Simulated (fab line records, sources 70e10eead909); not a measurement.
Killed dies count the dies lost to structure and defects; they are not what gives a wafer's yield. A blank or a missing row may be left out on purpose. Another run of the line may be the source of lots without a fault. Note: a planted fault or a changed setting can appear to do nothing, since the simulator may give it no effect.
A struck lot beside a sound one | flow nand_harc | 18 steps out of a route of 1302
Sound: wafers L343.3, L343.5, L343.6. The struck wafers were L348.2, L348.3, L348.4. The cause comes at the end.
For every step that has rows: the tool of each side, followed by ch and its chambers, followed by its first start. Under that, the readings that differ: sound wafers | struck wafers | difference of the means | sigmas: that difference in standard deviations of wafers without a fault.
alike: words and numbers the same on both sides, and readings whose means are apart by under 2 such deviations; not compared: readings that were withheld, readings missing a value for some wafer, numbers with overlapping values and no deviation given by the record, and bounds like >300 which may hide the same value.
A row with sigmas, a row that says differs or no value, or rows on one side alone: a step with any of these is where the two part. Non-overlapping numbers with no deviation appear without sigmas and do not part them. A reading missing from all wafers of one side parts the sides only when that side holds two or more wafers.

first, 2 steps without rows for these wafers: NHARC_P_STI_SRD_39; NHARC_P_STI_OXIDE_40 (material SiO2, target thk 10 nm, ox time 1362 s).
NHARC_P_STI_INSPECT_25:
  sound: defect_inspect-01 at day 4 20:08; struck: defect_inspect-02 at day 7 01:28
  alike: raw_defect_count
then, 9 steps without rows for these wafers: NHARC_P_GATE_ETCH_69 (etches SiO2 in dHF, target depth 14 nm); NHARC_P_GATE_PRECLEAN_70 (cleans in SC1); NHARC_P_GATE_SRD_01; NHARC_P_GATE_OXIDE_02 (material SiO2, target thk 37.5 nm, ox time 365 s); NHARC_P_GATE_DEHYDRATE_03 (time 120 s); NHARC_P_GATE_HMDS_04 (time 30 s); NHARC_P_GATE_COAT_05; NHARC_P_GATE_SOFTBAKE_06 (time 95 s); NHARC_P_GATE_EBR_07.
NHARC_P_GATE_EXPOSE_08: exposes mask P HV.
  sound on krf_scanner-03 ch 0, day 5 06:13; struck on krf_scanner-03 ch 0, day 7 09:44
  reading | sound                | struck                     | difference | sigmas
  mask    | P_HV#0 P_HV#0 P_HV#0 | P_HVPW#0 P_HVPW#0 P_HVPW#0 | differs    |
then, 2 steps without rows for these wafers: NHARC_P_GATE_PEB_09 (peb time 85 s); NHARC_P_GATE_DEVELOP_10 (time 70 s).
NHARC_P_GATE_CD_MEAS_11: target cd 1640 nm.
  sound on cd_sem-03 ch 0, day 5 06:22; struck on cd_sem-03 ch 0, day 7 09:53
  reading    | sound                | struck | difference                    | sigmas
  cd_nm (nm) | 1638.5 1637.9 1640.8 | - - -  | no value on the struck wafers |
then, 1 step without rows for these wafers: NHARC_P_GATE_HARDBAKE_12 (time 80 s).
-- jump in the record: it breaks off in module P_GATE and resumes in module END (first step shown: number 1302 of the route), and 21 days separate the struck wafers' starts before and after --
NHARC_END_SORT_01:
  here the record holds rows for the struck wafers (prober-01 ch 0, day 27 23:53) but none for the sound ones

== WHERE THEY PART ==
At NHARC_P_GATE_EXPOSE_08 first; at NHARC_END_SORT_01 last (within this record only).

WHY: whatever the simulator had introduced
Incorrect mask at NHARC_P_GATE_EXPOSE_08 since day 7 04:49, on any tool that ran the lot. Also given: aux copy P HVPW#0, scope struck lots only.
